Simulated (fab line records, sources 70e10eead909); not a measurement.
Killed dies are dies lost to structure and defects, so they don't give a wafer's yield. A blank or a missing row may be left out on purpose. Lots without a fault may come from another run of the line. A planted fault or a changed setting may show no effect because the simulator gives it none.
Problem report in the 8D (eight disciplines) form, filled by code | flow nand_harc | the parts of the form that need people (team, actions taken, sign-off) are left out

1. THE PROBLEM
thk_nm at NHARC_A_ONON_D2_THK_MEAS_18 reads a mean of 693 nm on 4 wafers of 2 lots; wafers without a fault read 1000 nm with a standard deviation of 10. That is -31 standard deviations from the usual mean.
The step: measures by ellipsometry.
First seen on wafer L723.2, day 17 08:01, on film_metro-02. The record holds 42 wafers of 14 lots with a number at this step. Rule for "out", or "out of limits": more than 4 standard deviations from the usual mean. The other wafers with a number count as sound.

2. WHAT IT IS AND WHAT IT IS NOT
question                    | is                             | is not
which readings at this step | thk_nm                         | -
which lots                  | L723, L725                     | L711, L713, L714, L715, L717, L718, L719, L721, L722, L731, L732, L733
which wafers of those lots  | L723.2, L723.6, L725.2, L725.6 | L723.5, L725.5
read on which gauges        | film_metro-01, film_metro-02   | -
when                        | from day 17 08:01              | up to then (25 sound wafers); but 13 sound wafers of L722, L725, L731, L732, L733 came after

3. SUSPECTS, AND WHAT RULES EACH OUT
Counting: a tool at a process step up to the reading stays a suspect if it ran every lot that is out. Sound lots after the first of them don't rule it out here, since some wafers of a struck lot are sound.
- the gauge at NHARC_A_ONON_D2_THK_MEAS_18: ruled out. The wafers that are out were read on 2 gauges (film_metro-01, film_metro-02).
- pecvd_onon-03 at NHARC_A_ONON_D2_DEP_16 (target thk 1000 nm): kept. It ran every lot that is out, first L723 (day 17 07:34); its last sound lot up to then is L721 (day 16 17:50).
Left after counting: pecvd_onon-03 at NHARC_A_ONON_D2_DEP_16.

4. THE CAUSE (what the simulator had put in)
Process parameter drift: pecvd_onon-03, from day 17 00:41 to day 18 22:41, at NHARC_A_ONON_D2_DEP_16. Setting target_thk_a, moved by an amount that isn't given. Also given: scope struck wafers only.
Counting left only this tool.

5. THE CHAIN OF EFFECTS, in route order
Each row: a reading whose mean over the struck wafers that have a number lies more than 3 standard deviations from the usual. Only readings for which the record gives a usual standard deviation are gone through. hours: the time from each lot's start at the first step in this table that gives one to its start at this step, as a median over the lots. sigmas: the change in usual standard deviations.
hours | step                        | reading         | usual   | on struck wafers | change | sigmas
0     | NHARC_A_ONON_D2_THK_MEAS_18 | thk_nm          | 1000 nm | 693              | -307   | -31
272   | NHARC_END_SORT_01           | killed_at_array | 58      | 670              | +612   | +31
272   | NHARC_END_SORT_01           | killed_dies     | 63      | 677              | +614   | +31

6. WHAT WOULD HAVE CAUGHT IT SOONER
In this record the first reading out of limits at a measuring or inspecting step was taken at day 17 08:01, 7 hours after the fault began at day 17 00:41.
Of the lots that are out (2), L725 began NHARC_A_ONON_D2_DEP_16 on pecvd_onon-03 after day 17 08:01. A hold on the tool at that time would have spared it.
